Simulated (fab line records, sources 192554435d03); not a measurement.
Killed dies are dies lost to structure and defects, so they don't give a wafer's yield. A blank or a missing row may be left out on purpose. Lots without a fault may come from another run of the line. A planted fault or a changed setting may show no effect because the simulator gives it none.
Split-lot experiment | flow n5_finfet | 7 lots, 21 wafers read, on a route of 1938 steps

THE SPLIT
At N5_SDB_ETCH_18 (etches SOC in N2/H2, target depth 100 nm, overetch 20 nm, time 150 s), the setting source_w was moved away from the recipe's 840 W on 9 of the 21 wafers read, by -10.3% to +13.3%. The other wafers ran this setting at the recipe's value.

The reading is taken at the split's own step.

THE READING
rf_vpp_V, in V, at N5_SDB_ETCH_18 (etches SOC in N2/H2, target depth 100 nm, overetch 20 nm, time 150 s). Fault-free wafers of this fab line usually give 524.1 V, standard deviation 2.5 V.

wafer  | tool, chamber at the split | source_w as run, W | against the recipe | rf_vpp_V, V | against lot-mates on the recipe
L080.1 | rie_diel-06, 0             | 840                | recipe             | 522.3       | -
L080.3 | rie_diel-06, 3             | 840                | recipe             | 525.4       | -
L080.6 | rie_diel-06, 3             | 840                | recipe             | 526.0       | -
L083.2 | rie_diel-04, 0             | 840                | recipe             | 526.6       | -
L083.4 | rie_diel-04, 1             | 753.7              | -10.3%             | 545.6       | +19.0
L083.6 | rie_diel-04, 2             | 753.7              | -10.3%             | 543.7       | +17.1
L084.1 | rie_diel-06, 0             | 840                | recipe             | 522.8       | -
L084.3 | rie_diel-06, 2             | 939.4              | +11.8%             | 508.3       | -14.8
L084.6 | rie_diel-06, 1             | 840                | recipe             | 523.4       | -
L086.1 | rie_diel-04, 3             | 840                | recipe             | 522.3       | -
L086.4 | rie_diel-04, 2             | 951.9              | +13.3%             | 501.6       | -20.7
L086.6 | rie_diel-04, 0             | 951.9              | +13.3%             | 505.9       | -16.4
L090.1 | rie_diel-06, 1             | 840                | recipe             | 524.1       | -
L090.3 | rie_diel-06, 3             | 919.8              | +9.5%              | 509.0       | -17.3
L090.5 | rie_diel-06, 2             | 840                | recipe             | 528.5       | -
L093.2 | rie_diel-05, 0             | 800.7              | -4.7%              | 529.0       | no lot-mate on the recipe
L093.3 | rie_diel-05, 3             | 800.7              | -4.7%              | 534.0       | no lot-mate on the recipe
L093.5 | rie_diel-05, 3             | 800.7              | -4.7%              | 535.1       | no lot-mate on the recipe
L097.2 | rie_diel-06, 3             | 840                | recipe             | 523.7       | -
L097.3 | rie_diel-06, 1             | 840                | recipe             | 522.7       | -
L097.5 | rie_diel-06, 1             | 840                | recipe             | 522.5       | -

THE FIT
A straight line over all 21 wafers: rf_vpp_V changes by -1.66 V for each +1% of source_w; r = -0.98; the points scatter about the line by 2.4 V.
The same after taking each lot's own level away (the mean of its wafers on the recipe; 18 wafers): -1.53 V for each +1%; r = -0.98; scatter 2 V.
On that fit, the largest move of source_w shifts the reading by 20 V.
The lots' own levels span 522.30 to 526.60 V, that is 1.7 times the standard deviation above.
So the lot-to-lot level changes the slope little: the two slopes agree.
Check: with one of the wafers moved furthest among these (+13.3%) left out of the fit, the line predicts -19.6 V for it against its lot-mates. It came out at -20.7 V against them.
Tool readings at the split's step, against how far the setting was moved: rf_vpp_V r = -0.98.

OTHER SPLITS ON THESE WAFERS
These wafers also went through other splits before the reading. Each is held against what the fit with the lots' levels taken away leaves over:
other split on the same wafers | wafers away from the commonest value | r with rf_vpp_V (lot level and that fit taken away)
N5_SD_EPI_P_EPI_21 time_s      | 4                                    | -0.19
N5_SDB_EXPOSE_08 dose_mj       | 4                                    | +0.16

THE FILE'S OWN FIT
rf_vpp_V changes by -1.51 V for each +1% of source_w, r = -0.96.
